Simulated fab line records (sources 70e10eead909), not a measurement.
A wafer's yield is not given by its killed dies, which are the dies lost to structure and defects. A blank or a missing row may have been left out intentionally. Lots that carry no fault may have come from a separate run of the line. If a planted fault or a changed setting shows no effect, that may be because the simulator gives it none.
Chamber matching | flow nand-harc | 4 sister chambers for NHARC_A_BLC_ETCH_16 on rie-diel-11
The step etches the open film in CF4, target depth 39 nm, time 65 s. 18 wafers are shown with their chamber, then 9 later ones without.

WAFERS WITH THEIR CHAMBER
wafer  | chamber | showerhead-plenum-p-Torr (Torr) | drypump-motor-current-A (A) | rf-vpp-V (V)
L075.1 | 2       | 1.86                            | 5.6                         | 151.9
L075.2 | 0       | 1.87                            | 5.9                         | 151.9
L075.6 | 1       | 1.70                            | 5.1                         | 149.7
L074.1 | 0       | 1.87                            | 5.9                         | 153.5
L074.2 | 3       | 1.76                            | 5.8                         | 150.7
L074.6 | 2       | 1.86                            | 5.5                         | 152.9
L077.1 | 2       | 1.86                            | 5.6                         | 154.1
L077.2 | 3       | 1.76                            | 5.8                         | 151.4
L077.4 | 1       | 1.70                            | 5.1                         | 149.6
L082.1 | 0       | 1.87                            | 5.9                         | 152.0
L082.4 | 2       | 1.86                            | 5.6                         | 150.9
L082.5 | 0       | 1.87                            | 5.9                         | 150.6
L086.2 | 1       | 1.69                            | 5.1                         | 149.7
L086.4 | 2       | 1.86                            | 5.6                         | 152.8
L086.5 | 1       | 1.69                            | 5.1                         | 149.7
L087.1 | 1       | 1.69                            | 5.1                         | 149.6
L087.2 | 3       | 1.76                            | 5.7                         | 151.1
L087.5 | 0       | 1.87                            | 5.9                         | 151.6

SIGNATURES (means of the wafers above)
reading                  | chamber 0 | chamber 1 | chamber 2 | chamber 3 | scatter within a chamber
showerhead-plenum-p-Torr | 1.8700    | 1.6940    | 1.8600    | 1.7600    | 0.00293
drypump-motor-current-A  | 5.900     | 5.100     | 5.580     | 5.767     | 0.0324
rf-vpp-V                 | 151.920   | 149.660   | 152.520   | 151.067   | 0.859
Rule: a wafer's distance from a chamber is the root of the sum, over the readings, of the square of ((its reading less the chamber's mean) divided by the reading's scatter). If the next closest chamber is less than 2 further off than the closest, the wafer can't be placed; otherwise it belongs to the closest. The scatter: take each reading less its chamber's mean, square it, sum over the shown wafers, divide by the number of wafers less the number of chambers, and take the root.

WAFERS WITHOUT THEIR CHAMBER
wafer  | showerhead-plenum-p-Torr (Torr) | drypump-motor-current-A (A) | rf-vpp-V (V)
L088.1 | 1.86                            | 5.6                         | 151.9
L088.3 | 1.69                            | 5.1                         | 150.3
L088.4 | 1.87                            | 5.9                         | 153.2
L090.1 | 1.75                            | 5.7                         | 152.3
L090.3 | 1.69                            | 5.1                         | 150.3
L090.5 | 1.75                            | 5.8                         | 150.4
L092.1 | 1.75                            | 5.7                         | 151.3
L092.3 | 1.69                            | 5.1                         | 150.0
L092.5 | 1.69                            | 5.1                         | 150.9

WHICH CHAMBER EACH ONE RAN IN
wafer  | from the rows above | in truth
L088.1 | 2                   | 2
L088.3 | 1                   | 1
L088.4 | 0                   | 0
L090.1 | 3                   | 3
L090.3 | 1                   | 1
L090.5 | 3                   | 3
L092.1 | 3                   | 3
L092.3 | 1                   | 1
L092.5 | 1                   | 1
9 of 9 placed correctly. Not placeable from these rows: 0. Placed wrongly: 0.
